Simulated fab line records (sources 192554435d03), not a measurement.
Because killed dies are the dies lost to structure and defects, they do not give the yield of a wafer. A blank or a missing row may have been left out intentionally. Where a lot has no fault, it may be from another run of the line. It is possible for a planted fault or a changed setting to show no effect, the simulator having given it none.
Which tool did it?	flow n5Finfet	27 wafers from 9 lots sampled at 4 of the route's 1938 steps

WHAT EACH GAUGE READ, for each wafer
N5_SD_ACTIVATION_RS_MEAS_03: uses a four-point probe to measure.
lot	measured	on	RS_SD_N (ohm/sq)
L948	day 3 10:08	filmMetro-01	21.68 21.87 22.08
L949	day 3 15:11	filmMetro-02	22.08 22.12 22.21
L950	day 4 01:01	filmMetro-01	21.88 22.02 21.77
L951	day 4 04:20	filmMetro-01	21.80 21.76 21.42
L956	day 5 11:20	filmMetro-01	22.15 22.31 21.98
L957	day 5 17:14	filmMetro-02	23.44 23.15 23.39
L959	day 6 05:24	filmMetro-01	23.70 23.72 23.64
L969	day 8 17:43	filmMetro-01	21.78 21.94 21.77
L971	day 9 04:53	filmMetro-02	21.69 22.06 22.42

WHICH TOOL RAN EACH LOT (tool, then ch and the chambers of the sampled wafers, then the start)
lot	N5_SD_EPI_N_EPI_21	N5_SD_EPI_P_ETCHBACK_46	N5_SD_ACTIVATION_LSA_01
L948	epiRpcvd-03 ch 0, day 3 02:19	rieDiel-02 ch 2,3, day 3 05:33	laserAnneal-01 ch 0, day 3 09:56
L949	epiRpcvd-02 ch 0, day 3 08:08	rieDiel-03 ch 2,3, day 3 11:25	laserAnneal-02 ch 0, day 3 14:59
L950	epiRpcvd-02 ch 0, day 3 15:33	rieDiel-06 ch 2,3, day 3 19:19	laserAnneal-01 ch 0, day 4 00:49
L951	epiRpcvd-02 ch 0, day 3 21:10	rieDiel-06 ch 1,2, day 4 00:17	laserAnneal-02 ch 0, day 4 04:08
L956	epiRpcvd-02 ch 0, day 5 02:38	rieDiel-02 ch 0,3, day 5 05:36	laserAnneal-01 ch 0, day 5 11:08
L957	epiRpcvd-02 ch 0, day 5 08:38	rieDiel-02 ch 1,2,3, day 5 11:31	laserAnneal-02 ch 0, day 5 17:02
L959	epiRpcvd-02 ch 0, day 5 21:44	rieDiel-03 ch 2,3, day 6 00:49	laserAnneal-01 ch 0, day 6 05:11
L969	epiRpcvd-02 ch 0, day 8 10:47	rieDiel-06 ch 1,2, day 8 13:45	laserAnneal-02 ch 0, day 8 17:32
L971	epiRpcvd-02 ch 0, day 8 22:20	rieDiel-06 ch 0,2,3, day 9 01:05	laserAnneal-02 ch 0, day 9 04:42
- N5_SD_EPI_N_EPI_21: deposits Si:P, time 690 s.
- N5_SD_EPI_P_ETCHBACK_46: etches SiNx in CH3F/O2, stops on SiO2, target depth 17.5 nm.
- N5_SD_ACTIVATION_LSA_01: time 0.0008 s.

THE ANSWER, worked out from the rows above alone
Rule: the lots themselves supply what counts as usual. The widest of any qualifying gaps counts: lots, ordered by their means at a reading, are off when they make up no more than a third of the lots, leave a main group of 4 or more, and stand apart from it by 3 or more times the standard deviation of that group's means. If all means in a main group match to the digits the tables above print for the reading, that group is not used. A lot without any number at a reading at which 4 lots or more have one is off too. All remaining lots with rows at the step are treated as sound.
Off: at N5_SD_ACTIVATION_RS_MEAS_03 (RS_SD_N), L957, L959. The main group: mean 21.94 ohm/sq, standard deviation 0.17.
A tool fits if, at a process step before that reading, it ran every lot that is off, and no sound lot after the first of them. Gauges at N5_SD_ACTIVATION_RS_MEAS_03: tried the same way as those tools. Of those tried, none fits.

WHAT HAD BEEN PUT IN BY THE SIMULATOR
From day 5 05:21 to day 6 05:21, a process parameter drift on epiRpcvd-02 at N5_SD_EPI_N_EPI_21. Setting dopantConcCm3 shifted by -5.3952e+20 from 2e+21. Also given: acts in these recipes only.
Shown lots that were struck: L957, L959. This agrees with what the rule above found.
